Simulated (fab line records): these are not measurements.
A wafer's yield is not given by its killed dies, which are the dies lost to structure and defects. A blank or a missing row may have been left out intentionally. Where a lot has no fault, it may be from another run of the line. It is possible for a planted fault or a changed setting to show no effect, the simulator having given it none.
Which of the tools did it? / flow n5-finfet / 9 lots, 27 wafers sampled, at 4 steps of a route of 1938

WHAT THE GAUGES SHOWED, per wafer
N5_BEOL_M4_RC_MEAS_101.
lot=L969; measured=day 8 20:15; on=prober-02; RS_NWELL (ohm/sq)=1034 1039 1033
lot=L970; measured=day 8 23:30; on=prober-01; RS_NWELL (ohm/sq)=1039 1035 1030
lot=L971; measured=day 9 03:07; on=prober-02; RS_NWELL (ohm/sq)=1032 1042 1037
lot=L976; measured=day 10 05:17; on=prober-01; RS_NWELL (ohm/sq)=1038 1041 1049
lot=L983; measured=day 12 00:50; on=prober-02; RS_NWELL (ohm/sq)=1270 1262 1261
lot=L984; measured=day 12 11:57; on=prober-01; RS_NWELL (ohm/sq)=1254 1258 1262
lot=L987; measured=day 12 17:22; on=prober-01; RS_NWELL (ohm/sq)=1035 1042 1036
lot=L989; measured=day 14 04:22; on=prober-01; RS_NWELL (ohm/sq)=1048 1044 1053
lot=L991; measured=day 14 06:26; on=prober-01; RS_NWELL (ohm/sq)=1040 1030 1035

WHAT TOOL EACH LOT RAN ON (gives the tool, then ch and the chambers of the sampled wafers, and finally the start)
lot=L969; N5_WELL_APT_IMPLANT_14=implanter-01 ch 0, day 1 19:44; N5_WELL_APT_DESCUM_30=rie-diel-06 ch 0,3, day 1 21:03; N5_PMOS_HMC_CHANNEL_EPI_HM_DEP_34=pecvd-02 ch 0,1, day 2 04:45
lot=L970; N5_WELL_APT_IMPLANT_14=implanter-02 ch 0, day 2 01:59; N5_WELL_APT_DESCUM_30=rie-diel-06 ch 0,1,2, day 2 02:57; N5_PMOS_HMC_CHANNEL_EPI_HM_DEP_34=pecvd-04 ch 0,1, day 2 05:53
lot=L971; N5_WELL_APT_IMPLANT_14=implanter-01 ch 0, day 2 07:55; N5_WELL_APT_DESCUM_30=rie-diel-06 ch 2,3, day 2 08:54; N5_PMOS_HMC_CHANNEL_EPI_HM_DEP_34=pecvd-04 ch 0,1, day 2 11:05
lot=L976; N5_WELL_APT_IMPLANT_14=implanter-01 ch 0, day 3 13:58; N5_WELL_APT_DESCUM_30=rie-diel-06 ch 0,1, day 3 15:02; N5_PMOS_HMC_CHANNEL_EPI_HM_DEP_34=pecvd-04 ch 0,1,2, day 3 17:05
lot=L983; N5_WELL_APT_IMPLANT_14=implanter-01 ch 0, day 5 07:58; N5_WELL_APT_DESCUM_30=rie-diel-05 ch 2,3, day 5 09:17; N5_PMOS_HMC_CHANNEL_EPI_HM_DEP_34=pecvd-02 ch 0,1,2, day 5 11:01
lot=L984; N5_WELL_APT_IMPLANT_14=implanter-01 ch 0, day 5 13:53; N5_WELL_APT_DESCUM_30=rie-diel-01 ch 0,1,3, day 5 15:02; N5_PMOS_HMC_CHANNEL_EPI_HM_DEP_34=pecvd-04 ch 0,2, day 5 16:46
lot=L987; N5_WELL_APT_IMPLANT_14=implanter-02 ch 0, day 6 08:43; N5_WELL_APT_DESCUM_30=rie-diel-06 ch 1,2, day 6 10:03; N5_PMOS_HMC_CHANNEL_EPI_HM_DEP_34=pecvd-02 ch 0,1, day 6 11:45
lot=L989; N5_WELL_APT_IMPLANT_14=implanter-02 ch 0, day 6 19:52; N5_WELL_APT_DESCUM_30=rie-diel-06 ch 1,2,3, day 6 21:04; N5_PMOS_HMC_CHANNEL_EPI_HM_DEP_34=pecvd-01 ch 0,1,2, day 6 22:54
lot=L991; N5_WELL_APT_IMPLANT_14=implanter-02 ch 0, day 7 08:25; N5_WELL_APT_DESCUM_30=rie-diel-01 ch 0,1,2, day 7 10:02; N5_PMOS_HMC_CHANNEL_EPI_HM_DEP_34=pecvd-04 ch 0,2, day 7 11:42
- N5_WELL_APT_IMPLANT_14
- N5_WELL_APT_DESCUM_30: chemistry O2, time 7.9 s.
- N5_PMOS_HMC_CHANNEL_EPI_HM_DEP_34: deposits SiO2 from TEOS/O2, target thk 36 nm, time 6.9 s.

THE ANSWER, worked out from the rows above alone
Rule: usual is defined by the lots themselves. The widest of any qualifying gaps counts: lots, ordered by their means at a reading, are off when they make up no more than a third of the lots, leave a main group of 4 or more, and stand apart from it by 3 or more times the standard deviation of that group's means. If all means in a main group match to the digits the tables above print for the reading, that group is not used. A lot without any number at a reading at which 4 lots or more have one is off too. Any other lot the step has rows for is counted as sound.
Off: at N5_BEOL_M4_RC_MEAS_101 (RS_NWELL), L983, L984. The main group: mean 1039 ohm/sq, standard deviation 4.7.
A tool fits if, at a process step before that reading, it ran every lot that is off, and no sound lot after the first of them. Those tools and the gauges at N5_BEOL_M4_RC_MEAS_101 are tried in the same way. One fits: N5_WELL_APT_IMPLANT_14 on implanter-01. Its last sound lot is L976 (day 3 13:58), its first lot that is off L983 (day 5 07:58): a fault that began between those two fits.

WHAT THE SIMULATOR PUT IN
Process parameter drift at N5_WELL_APT_IMPLANT_14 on implanter-01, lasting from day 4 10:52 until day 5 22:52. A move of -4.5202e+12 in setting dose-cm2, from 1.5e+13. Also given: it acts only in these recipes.
Shown lots that were struck: L983, L984. The rule given above showed the same thing.
